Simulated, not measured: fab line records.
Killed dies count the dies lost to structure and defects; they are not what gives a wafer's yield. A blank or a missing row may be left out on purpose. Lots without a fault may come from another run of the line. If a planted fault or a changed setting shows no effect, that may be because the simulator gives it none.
Which tool was responsible? | flow nand harc | 36 wafers from 12 lots sampled at 4 of the route's 1159 steps

WHAT EACH GAUGE READ, for each wafer
Not one reading of a measure or inspect step in the record can be checked against a usual standard deviation.

TOOL THAT RAN EACH LOT (tool first, then ch and the chambers of the sampled wafers, then the start)
lot  | NHARC_A_SGD_CUT_ETCH_59                       | NHARC_A_SLIT_DEP_25             | NHARC_A_SLIT_DEP_23             | NHARC_A_SLIT_SOFTBAKE_04
L903 | rie diel-09 ch 0,1,3, day 14 03:56 or earlier | pecvd-04 ch 1,2, day 14 03:56   | pecvd-04 ch 0,2, day 14 06:16   | litho track-01 ch 0, day 14 06:00
L904 | rie diel-09 ch 1,2,3, day 14 16:40 or earlier | pecvd-03 ch 0,2, day 14 16:40   | pecvd-03 ch 1,2, day 14 19:10   | litho track-06 ch 0, day 14 19:00
L907 | rie diel-11 ch 0,1,2, day 15 20:52 or earlier | pecvd-04 ch 0,1,2, day 15 20:52 | pecvd-02 ch 0,2, day 16 01:25   | litho track-01 ch 0, day 16 01:00
L906 | rie diel-11 ch 0,1,3, day 15 21:02 or earlier | pecvd-03 ch 0,1,2, day 15 21:02 | pecvd-04 ch 0,1,2, day 16 01:55 | litho track-04 ch 0, day 16 02:00
L910 | rie diel-09 ch 1,2,3, day 16 08:32 or earlier | pecvd-04 ch 0,1,2, day 16 08:32 | pecvd-03 ch 0,1, day 16 14:23   | litho track-06 ch 0, day 16 14:00
L911 | rie diel-11 ch 1,2, day 16 08:29 or earlier   | pecvd-03 ch 1,2, day 16 08:29   | pecvd-04 ch 0,1, day 16 12:25   | litho track-06 ch 0, day 16 12:00
L912 | rie diel-11 ch 0,3, day 17 00:43 or earlier   | pecvd-03 ch 0,1, day 17 00:43   | pecvd-02 ch 0,1, day 17 03:19   | litho track-06 ch 0, day 17 03:00
L914 | rie diel-11 ch 0,1,3, day 17 04:05 or earlier | pecvd-02 ch 1,2, day 17 04:05   | pecvd-03 ch 0,2, day 17 06:25   | litho track-06 ch 0, day 17 06:00
L913 | rie diel-09 ch 0,1,3, day 17 11:14 or earlier | pecvd-03 ch 1,2, day 17 11:14   | pecvd-03 ch 0,2, day 17 13:43   | litho track-06 ch 0, day 17 13:00
L916 | rie diel-08 ch 0,2,3, day 17 22:47 or earlier | pecvd-03 ch 1,2, day 17 22:47   | pecvd-02 ch 1,2, day 18 01:08   | litho track-06 ch 0, day 18 01:00
L919 | rie diel-11 ch 1,2,3, day 18 23:30 or earlier | pecvd-02 ch 0,1,2, day 18 23:30 | pecvd-02 ch 0,1,2, day 19 01:48 | litho track-04 ch 0, day 19 02:00
L924 | rie diel-11 ch 0,1,3, day 19 17:34 or earlier | pecvd-02 ch 0,2, day 19 17:34   | pecvd-03 ch 0,1,2, day 19 21:10 | litho track-01 ch 0, day 19 21:00
- NHARC_A_SGD_CUT_ETCH_59: etches the open film in N2/H2, target depth 260 nm, time 406.25 s.
- NHARC_A_SLIT_DEP_25: deposits SiO2, target thk 200 nm.
- NHARC_A_SLIT_DEP_23: deposits SiON, target thk 100 nm.
- NHARC_A_SLIT_SOFTBAKE_04: time 55 s.

WHAT THE TOOLS THEMSELVES READ (means of the sampled wafers that have a number; where no wafer has one, the mark that the record gives instead)
NHARC_A_SGD_CUT_ETCH_59. Usual: bias w 150.1 W, standard deviation 0.41; drypump motor current A 5.5 A, standard deviation 0.36; oes product au 0.999 a.u., standard deviation 0.006; rf vpp V 430.9 V, standard deviation 2.5; showerhead plenum p Torr 2.06 Torr, standard deviation 0.089; throttle valve pct 14.171 %, standard deviation 0.0079.
lot  | tool        | bias w (W) | drypump motor current A (A) | oes product au (a.u.) | rf vpp V (V) | showerhead plenum p Torr (Torr) | throttle valve pct (%) | flag
L903 | rie diel-09 | 149.9      | 5.5                         | 1.001                 | 431.1        | 2.07                            | 14.171                 |
L904 | rie diel-09 | 150.1      | 5.5                         | 1.002                 | 429.5        | 2.02                            | 14.168                 |
L907 | rie diel-11 | 149.9      | 5.8                         | 0.990                 | 432.5        | 2.11                            | 14.177                 |
L906 | rie diel-11 | 150.1      | 5.5                         | 0.996                 | 433.1        | 2.14                            | 14.175                 |
L910 | rie diel-09 | 150.1      | 5.5                         | 0.998                 | 430.1        | 2.02                            | 14.170                 |
L911 | rie diel-11 | 150.3      | 5.6                         | 0.998                 | 432.4        | 2.11                            | 14.178                 |
L912 | rie diel-11 | 149.8      | 5.5                         | 1.000                 | 432.5        | 2.14                            | 14.167                 |
L914 | rie diel-11 | 150.3      | 5.5                         | 0.999                 | 433.4        | 2.14                            | 14.164                 |
L913 | rie diel-09 | 150.3      | 5.5                         | 0.999                 | 431.6        | 2.06                            | 14.170                 |
L916 | rie diel-08 | 150.1      | 5.2                         | 1.004                 | 429.5        | 1.97                            | 14.184                 |
L919 | rie diel-11 | 150.3      | 5.6                         | 1.001                 | 432.1        | 2.11                            | 14.162                 |
L924 | rie diel-11 | 149.9      | 5.5                         | 0.999                 | 433.6        | 2.14                            | 14.176                 |

NHARC_A_SLIT_DEP_25. Usual: heater power outer w 308 W, standard deviation 65; heater power w 564 W, standard deviation 92; showerhead vpp V 1872 V, standard deviation 82; throttle valve pct 15.8 %, standard deviation 0.39.
lot  | tool     | heater power outer w (W) | heater power w (W) | showerhead vpp V (V) | throttle valve pct (%) | flag
L903 | pecvd-04 | 296                      | 565                | 1983                 | 15.9                   |
L904 | pecvd-03 | 279                      | 522                | 1817                 | 16.1                   |
L907 | pecvd-04 | 312                      | 569                | 1931                 | 15.8                   |
L906 | pecvd-03 | 275                      | 527                | 1843                 | 15.9                   |
L910 | pecvd-04 | 324                      | 580                | 1922                 | 15.8                   |
L911 | pecvd-03 | 280                      | 538                | 1890                 | 15.7                   |
L912 | pecvd-03 | 260                      | 514                | 1831                 | 15.7                   |
L914 | pecvd-02 | 364                      | 680                | 1833                 | 15.9                   |
L913 | pecvd-03 | 329                      | 595                | 1867                 | 15.7                   |
L916 | pecvd-03 | 289                      | 550                | 1851                 | 16.0                   |
L919 | pecvd-02 | 358                      | 626                | 1882                 | 15.9                   |
L924 | pecvd-02 | 341                      | 606                | 1846                 | 16.1                   |

NHARC_A_SLIT_DEP_23. Usual: heater power outer w 450 W, standard deviation 66; heater power w 751 W, standard deviation 92; showerhead vpp V 1164 V, standard deviation 50.
lot  | tool     | heater power outer w (W) | heater power w (W) | showerhead vpp V (V) | flag
L903 | pecvd-04 | 468                      | 776                | 1139                 |
L904 | pecvd-03 | 412                      | 704                | 1159                 |
L907 | pecvd-02 | 470                      | 762                | 1152                 |
L906 | pecvd-04 | 472                      | 780                | 1184                 |
L910 | pecvd-03 | 406                      | 684                | 1131                 |
L911 | pecvd-04 | 397                      | 702                | 1232                 |
L912 | pecvd-02 | 445                      | 729                | 1203                 |
L914 | pecvd-03 | 377                      | 660                | 1128                 |
L913 | pecvd-03 | 449                      | 756                | 1146                 |
L916 | pecvd-02 | 461                      | 753                | 1205                 |
L919 | pecvd-02 | 484                      | 790                | 1171                 |
L924 | pecvd-03 | 394                      | 679                | 1143                 |

NHARC_A_SLIT_SOFTBAKE_04. Usual: chill plate temp C 22.99 C, standard deviation 0.1; heater power total W 188.44 W, standard deviation 0.13.
lot  | tool           | chill plate temp C (C) | heater power total W (W) | flag
L903 | litho track-01 | 23.03                  | 188.39                   |
L904 | litho track-06 | 23.06                  | 188.42                   |
L907 | litho track-01 | 23.07                  | 188.54                   |
L906 | litho track-04 | 22.90                  | 188.45                   |
L910 | litho track-06 | 22.93                  | 188.55                   |
L911 | litho track-06 | 23.01                  | 188.65                   |
L912 | litho track-06 | 22.78                  | 188.49                   |
L914 | litho track-06 | 23.08                  | 193.12                   | OFF
L913 | litho track-06 | 23.11                  | 193.06                   | OFF
L916 | litho track-06 | 22.97                  | 193.10                   | OFF
L919 | litho track-04 | 22.98                  | 188.51                   |
L924 | litho track-01 | 22.97                  | 188.45                   |

THE ANSWER, worked out from the rows above alone
Rule: a lot counts as off when the mean over its wafers that have a number is more than 3 standard deviations away from the usual mean. Also off: a lot with no number at a reading for which 4 or more lots have one. Any other lot the step has rows for is counted as sound. After the gauges, taken in route order, come the tools' own readings; for these a lot's mean is taken, as printed above. At the first step where some lot is off, the reading lying furthest off is the one used; lots without a number count as furthest.
Off: L914, L913, L916, at NHARC_A_SLIT_SOFTBAKE_04 (heater power total W).
If a tool, at that step or one of the process steps before it, ran each lot that is off and ran no sound lot following the first of them, it fits. Because NHARC_A_SGD_CUT_ETCH_59 lacks a start for some lots, the hours and order of its lots are taken from NHARC_A_SLIT_DEP_25. One fits: litho track-06 at NHARC_A_SLIT_SOFTBAKE_04. Its last sound lot is L912 (day 17 03:00), its first lot that is off L914 (day 17 06:00): a fault that began between those two fits.
On the lots that are off, the tool's own readings at NHARC_A_SLIT_SOFTBAKE_04 differ by more than 5 times the standard deviation of the sound lots' means, which bears it out; heater power total W reads 193.09 W there versus 188.49 W on the sound lots.

WHAT HAD BEEN PUT IN BY THE SIMULATOR
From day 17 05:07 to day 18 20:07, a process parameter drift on litho track-06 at NHARC_A_SLIT_SOFTBAKE_04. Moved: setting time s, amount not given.
Lots struck among those shown: L914, L913, L916. The rule above reached the same finding.
